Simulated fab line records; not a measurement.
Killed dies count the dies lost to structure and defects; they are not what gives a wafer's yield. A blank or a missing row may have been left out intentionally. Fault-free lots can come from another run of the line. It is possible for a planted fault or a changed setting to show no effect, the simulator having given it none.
Chamber matching / flow n5 finfet / rie diel-04 running N5_SDB_ETCH_18: 4 sister chambers
The step etches SOC in N2/H2, target depth 100 nm, overetch 20 nm, time 150 s. 4 wafers are shown with their chamber, then 7 later ones without.

WAFERS PAIRED WITH THEIR CHAMBERS
wafer=L089.2; chamber=0; showerhead plenum p Torr (Torr)=2.50
wafer=L089.3; chamber=3; showerhead plenum p Torr (Torr)=2.70
wafer=L094.2; chamber=1; showerhead plenum p Torr (Torr)=2.50
wafer=L094.3; chamber=2; showerhead plenum p Torr (Torr)=2.47

WAFERS WITH NO CHAMBER GIVEN
wafer=L094.4; showerhead plenum p Torr (Torr)=2.49
wafer=L095.1; showerhead plenum p Torr (Torr)=2.69
wafer=L095.3; showerhead plenum p Torr (Torr)=2.47
wafer=L095.4; showerhead plenum p Torr (Torr)=2.69
wafer=L096.2; showerhead plenum p Torr (Torr)=2.47
wafer=L096.3; showerhead plenum p Torr (Torr)=2.69
wafer=L096.6; showerhead plenum p Torr (Torr)=2.50

WHICH CHAMBER EACH WENT THROUGH
wafer=L094.4; from the rows above=can't be placed: 0 or 1 or 2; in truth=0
wafer=L095.1; from the rows above=3; in truth=3
wafer=L095.3; from the rows above=2; in truth=2
wafer=L095.4; from the rows above=3; in truth=3
wafer=L096.2; from the rows above=2; in truth=2
wafer=L096.3; from the rows above=3; in truth=3
wafer=L096.6; from the rows above=can't be placed: 0 or 1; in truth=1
Correct placement for 5 of the 7. Cannot be placed on the basis of these rows: 2; the candidates contain the true chamber in 2. Wrongly placed: 0.
How it was worked out, from the rows above alone: a wafer's distance from a chamber is the root of the sum, over the readings, of the square of ((its reading less the chamber's mean) divided by the reading's scatter). If the next closest chamber is less than 2 further off than the closest, the wafer can't be placed; otherwise it belongs to the closest. A chamber's mean is the mean of its shown wafers. The scatter (one wafer shown for each chamber): square how far every hidden wafer sits from the nearest shown wafer, average those squares and take the square root.
